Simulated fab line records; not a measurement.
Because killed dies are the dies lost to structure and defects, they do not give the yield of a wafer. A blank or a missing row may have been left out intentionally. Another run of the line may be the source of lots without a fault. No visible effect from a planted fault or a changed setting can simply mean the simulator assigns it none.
Chamber matching || flow n5 finfet || rie diel-04 running N5_BEOL_M9_DESCUM_33: 4 sister chambers
The step chemistry O2, time 7 s. 33 wafers are shown with their chamber, then 12 later ones without.

WAFERS PAIRED WITH THEIR CHAMBERS
{"wafer": "L078.1", "chamber": 0, "showerhead plenum p Torr (Torr)": 2.05, "throttle valve pct (%)": 20.63, "oes product au (a.u.)": 0.69}
{"wafer": "L078.3", "chamber": 1, "showerhead plenum p Torr (Torr)": 2.04, "throttle valve pct (%)": 20.60, "oes product au (a.u.)": 0.83}
{"wafer": "L078.5", "chamber": 2, "showerhead plenum p Torr (Torr)": 1.99, "throttle valve pct (%)": 20.19, "oes product au (a.u.)": 0.75}
{"wafer": "L079.3", "chamber": 3, "showerhead plenum p Torr (Torr)": 2.07, "throttle valve pct (%)": 20.87, "oes product au (a.u.)": 0.69}
{"wafer": "L079.4", "chamber": 1, "showerhead plenum p Torr (Torr)": 2.04, "throttle valve pct (%)": 20.60, "oes product au (a.u.)": 0.82}
{"wafer": "L079.6", "chamber": 0, "showerhead plenum p Torr (Torr)": 2.05, "throttle valve pct (%)": 20.63, "oes product au (a.u.)": 0.68}
{"wafer": "L081.2", "chamber": 2, "showerhead plenum p Torr (Torr)": 1.98, "throttle valve pct (%)": 20.20, "oes product au (a.u.)": 0.73}
{"wafer": "L081.3", "chamber": 1, "showerhead plenum p Torr (Torr)": 2.03, "throttle valve pct (%)": 20.62, "oes product au (a.u.)": 0.83}
{"wafer": "L081.5", "chamber": 1, "showerhead plenum p Torr (Torr)": 2.03, "throttle valve pct (%)": 20.60, "oes product au (a.u.)": 0.82}
{"wafer": "L083.1", "chamber": 1, "showerhead plenum p Torr (Torr)": 2.03, "throttle valve pct (%)": 20.61, "oes product au (a.u.)": 0.82}
{"wafer": "L083.2", "chamber": 2, "showerhead plenum p Torr (Torr)": 1.98, "throttle valve pct (%)": 20.21, "oes product au (a.u.)": 0.75}
{"wafer": "L083.6", "chamber": 0, "showerhead plenum p Torr (Torr)": 2.05, "throttle valve pct (%)": 20.27, "oes product au (a.u.)": 0.98}
{"wafer": "L086.2", "chamber": 2, "showerhead plenum p Torr (Torr)": 1.98, "throttle valve pct (%)": 20.23, "oes product au (a.u.)": 0.73}
{"wafer": "L086.3", "chamber": 0, "showerhead plenum p Torr (Torr)": 2.04, "throttle valve pct (%)": 20.30, "oes product au (a.u.)": 0.93}
{"wafer": "L086.4", "chamber": 1, "showerhead plenum p Torr (Torr)": 2.03, "throttle valve pct (%)": 20.62, "oes product au (a.u.)": 0.80}
{"wafer": "L085.1", "chamber": 3, "showerhead plenum p Torr (Torr)": 2.07, "throttle valve pct (%)": 20.54, "oes product au (a.u.)": 0.98}
{"wafer": "L085.3", "chamber": 2, "showerhead plenum p Torr (Torr)": 1.98, "throttle valve pct (%)": 20.22, "oes product au (a.u.)": 0.73}
{"wafer": "L085.6", "chamber": 3, "showerhead plenum p Torr (Torr)": 2.07, "throttle valve pct (%)": 20.54, "oes product au (a.u.)": 0.97}
{"wafer": "L087.3", "chamber": 1, "showerhead plenum p Torr (Torr)": 2.03, "throttle valve pct (%)": 20.63, "oes product au (a.u.)": 0.80}
{"wafer": "L087.4", "chamber": 2, "showerhead plenum p Torr (Torr)": 1.98, "throttle valve pct (%)": 20.22, "oes product au (a.u.)": 0.73}
{"wafer": "L087.5", "chamber": 0, "showerhead plenum p Torr (Torr)": 2.04, "throttle valve pct (%)": 20.31, "oes product au (a.u.)": 0.91}
{"wafer": "L089.1", "chamber": 0, "showerhead plenum p Torr (Torr)": 2.04, "throttle valve pct (%)": 20.33, "oes product au (a.u.)": 0.90}
{"wafer": "L089.3", "chamber": 2, "showerhead plenum p Torr (Torr)": 1.98, "throttle valve pct (%)": 20.24, "oes product au (a.u.)": 0.73}
{"wafer": "L089.4", "chamber": 1, "showerhead plenum p Torr (Torr)": 2.03, "throttle valve pct (%)": 20.64, "oes product au (a.u.)": 0.80}
{"wafer": "L091.3", "chamber": 1, "showerhead plenum p Torr (Torr)": 2.03, "throttle valve pct (%)": 20.64, "oes product au (a.u.)": 0.79}
{"wafer": "L091.4", "chamber": 0, "showerhead plenum p Torr (Torr)": 2.04, "throttle valve pct (%)": 20.33, "oes product au (a.u.)": 0.91}
{"wafer": "L091.5", "chamber": 2, "showerhead plenum p Torr (Torr)": 1.98, "throttle valve pct (%)": 20.22, "oes product au (a.u.)": 0.72}
{"wafer": "L094.2", "chamber": 3, "showerhead plenum p Torr (Torr)": 2.07, "throttle valve pct (%)": 20.56, "oes product au (a.u.)": 0.96}
{"wafer": "L094.3", "chamber": 1, "showerhead plenum p Torr (Torr)": 2.03, "throttle valve pct (%)": 20.64, "oes product au (a.u.)": 0.80}
{"wafer": "L094.6", "chamber": 3, "showerhead plenum p Torr (Torr)": 2.07, "throttle valve pct (%)": 20.57, "oes product au (a.u.)": 0.95}
{"wafer": "L092.1", "chamber": 1, "showerhead plenum p Torr (Torr)": 2.03, "throttle valve pct (%)": 20.65, "oes product au (a.u.)": 0.79}
{"wafer": "L092.3", "chamber": 3, "showerhead plenum p Torr (Torr)": 2.06, "throttle valve pct (%)": 20.60, "oes product au (a.u.)": 0.94}
{"wafer": "L092.6", "chamber": 0, "showerhead plenum p Torr (Torr)": 2.04, "throttle valve pct (%)": 20.33, "oes product au (a.u.)": 0.89}

SIGNATURES, as means of the wafers listed above
{"reading": "showerhead plenum p Torr", "chamber 0": 2.0438, "chamber 1": 2.0318, "chamber 2": 1.9812, "chamber 3": 2.0683, "scatter within a chamber": 0.00424}
{"reading": "throttle valve pct", "chamber 0": 20.3912, "chamber 1": 20.6227, "chamber 2": 20.2162, "chamber 3": 20.6133, "scatter within a chamber": 0.0913}
{"reading": "oes product au", "chamber 0": 0.8613, "chamber 1": 0.8091, "chamber 2": 0.7338, "chamber 3": 0.9150, "scatter within a chamber": 0.0726}
Rule: a wafer's distance from a chamber is the root of the sum, over the readings, of the square of ((its reading less the chamber's mean) divided by the reading's scatter). The wafer belongs to the nearest chamber; if the next one is less than 2 further off, it can't be placed. The scatter is the square root of a quotient: the sum, over the shown wafers, of each reading's squared deviation from its chamber's mean, divided by wafers minus chambers.

WAFERS MISSING THEIR CHAMBER
{"wafer": "L096.1", "showerhead plenum p Torr (Torr)": 1.97, "throttle valve pct (%)": 20.25, "oes product au (a.u.)": 0.72}
{"wafer": "L096.2", "showerhead plenum p Torr (Torr)": 2.03, "throttle valve pct (%)": 20.34, "oes product au (a.u.)": 0.88}
{"wafer": "L096.4", "showerhead plenum p Torr (Torr)": 2.06, "throttle valve pct (%)": 20.58, "oes product au (a.u.)": 0.92}
{"wafer": "L095.1", "showerhead plenum p Torr (Torr)": 2.03, "throttle valve pct (%)": 20.34, "oes product au (a.u.)": 0.88}
{"wafer": "L095.2", "showerhead plenum p Torr (Torr)": 2.02, "throttle valve pct (%)": 20.66, "oes product au (a.u.)": 0.79}
{"wafer": "L095.3", "showerhead plenum p Torr (Torr)": 1.97, "throttle valve pct (%)": 20.24, "oes product au (a.u.)": 0.72}
{"wafer": "L095.4", "showerhead plenum p Torr (Torr)": 2.06, "throttle valve pct (%)": 20.57, "oes product au (a.u.)": 0.93}
{"wafer": "L095.5", "showerhead plenum p Torr (Torr)": 2.03, "throttle valve pct (%)": 20.35, "oes product au (a.u.)": 0.88}
{"wafer": "L095.6", "showerhead plenum p Torr (Torr)": 2.02, "throttle valve pct (%)": 20.66, "oes product au (a.u.)": 0.79}
{"wafer": "L097.3", "showerhead plenum p Torr (Torr)": 2.02, "throttle valve pct (%)": 20.67, "oes product au (a.u.)": 0.78}
{"wafer": "L097.5", "showerhead plenum p Torr (Torr)": 2.02, "throttle valve pct (%)": 20.68, "oes product au (a.u.)": 0.78}
{"wafer": "L097.6", "showerhead plenum p Torr (Torr)": 2.06, "throttle valve pct (%)": 20.60, "oes product au (a.u.)": 0.90}

CHAMBER TAKEN BY EACH
{"wafer": "L096.1", "from the rows above": 2, "in truth": 2}
{"wafer": "L096.2", "from the rows above": "can't be placed: 1 or 0", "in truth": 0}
{"wafer": "L096.4", "from the rows above": 3, "in truth": 3}
{"wafer": "L095.1", "from the rows above": "can't be placed: 1 or 0", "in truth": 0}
{"wafer": "L095.2", "from the rows above": 1, "in truth": 1}
{"wafer": "L095.3", "from the rows above": 2, "in truth": 2}
{"wafer": "L095.4", "from the rows above": 3, "in truth": 3}
{"wafer": "L095.5", "from the rows above": "can't be placed: 1 or 0", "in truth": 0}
{"wafer": "L095.6", "from the rows above": 1, "in truth": 1}
{"wafer": "L097.3", "from the rows above": 1, "in truth": 1}
{"wafer": "L097.5", "from the rows above": 1, "in truth": 1}
{"wafer": "L097.6", "from the rows above": 3, "in truth": 3}
9 of 12 placed correctly. Can't be placed from these rows: 3 (the true chamber is among the candidates in 3). Placed wrongly: 0.
